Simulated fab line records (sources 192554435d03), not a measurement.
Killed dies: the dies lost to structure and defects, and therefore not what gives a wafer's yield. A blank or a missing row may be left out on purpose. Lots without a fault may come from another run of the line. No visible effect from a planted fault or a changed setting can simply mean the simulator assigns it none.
Matching of chambers + flow n5-finfet + N5_BEOL_M4_STRIP_19 on rie-diel-03 has 4 sister chambers
The step strips in O2. 14 wafers are shown with their chamber, then 7 later ones without.

WAFERS WITH THEIR CHAMBER
| wafer  | chamber | showerhead-plenum-p-Torr (Torr) | throttle-valve-pct (%) | oes-product-au (a.u.) |
|--------|---------|---------------------------------|------------------------|-----------------------|
| L074.2 | 1       | 2.25                            | 16.41                  | 0.89                  |
| L074.3 | 2       | 2.01                            | 16.76                  | 0.75                  |
| L074.5 | 2       | 2.01                            | 16.74                  | 0.75                  |
| L076.1 | 1       | 2.25                            | 16.39                  | 0.89                  |
| L076.3 | 3       | 2.20                            | 16.50                  | 0.79                  |
| L076.6 | 3       | 2.20                            | 16.48                  | 0.79                  |
| L082.2 | 0       | 2.04                            | 16.80                  | 0.75                  |
| L082.4 | 3       | 2.20                            | 16.48                  | 0.79                  |
| L082.5 | 0       | 2.04                            | 16.80                  | 0.75                  |
| L085.1 | 0       | 2.03                            | 16.83                  | 0.74                  |
| L085.4 | 1       | 2.24                            | 16.45                  | 0.84                  |
| L085.5 | 0       | 2.03                            | 16.82                  | 0.73                  |
| L089.1 | 0       | 2.03                            | 16.84                  | 0.74                  |
| L089.3 | 1       | 2.24                            | 16.44                  | 0.85                  |

SIGNATURES (means of the wafers above)
| reading                  | chamber 0 | chamber 1 | chamber 2 | chamber 3 | scatter within a chamber |
|--------------------------|-----------|-----------|-----------|-----------|--------------------------|
| showerhead-plenum-p-Torr | 2.0340    | 2.2450    | 2.0100    | 2.2000    | 0.00469                  |
| throttle-valve-pct       | 16.8180   | 16.4225   | 16.7500   | 16.4867   | 0.0201                   |
| oes-product-au           | 0.7420    | 0.8675    | 0.7500    | 0.7900    | 0.0153                   |
Rule: for each reading, subtract the chamber's mean from the wafer's reading, divide by that reading's scatter and square the result; add these up over the readings and take the root, which gives the wafer's distance from the chamber. If the next closest chamber is less than 2 further off than the closest, the wafer can't be placed; otherwise it belongs to the closest. The scatter: take each reading less its chamber's mean, square it, sum over the shown wafers, divide by the number of wafers less the number of chambers, and take the root.

WAFERS MISSING THEIR CHAMBER
| wafer  | showerhead-plenum-p-Torr (Torr) | throttle-valve-pct (%) | oes-product-au (a.u.) |
|--------|---------------------------------|------------------------|-----------------------|
| L089.4 | 2.19                            | 16.53                  | 0.76                  |
| L093.2 | 2.03                            | 16.85                  | 0.73                  |
| L093.3 | 2.24                            | 16.43                  | 0.85                  |
| L093.5 | 2.24                            | 16.44                  | 0.84                  |
| L092.4 | 2.19                            | 16.54                  | 0.76                  |
| L092.5 | 2.03                            | 16.84                  | 0.73                  |
| L092.6 | 2.24                            | 16.45                  | 0.85                  |

CHAMBER TAKEN BY EACH
| wafer  | from the rows above | in truth |
|--------|---------------------|----------|
| L089.4 | 3                   | 3        |
| L093.2 | 0                   | 0        |
| L093.3 | 1                   | 1        |
| L093.5 | 1                   | 1        |
| L092.4 | 3                   | 3        |
| L092.5 | 0                   | 0        |
| L092.6 | 1                   | 1        |
Correct placement for 7 of the 7. From these rows, 0 cannot be placed. Wrongly placed: 0.
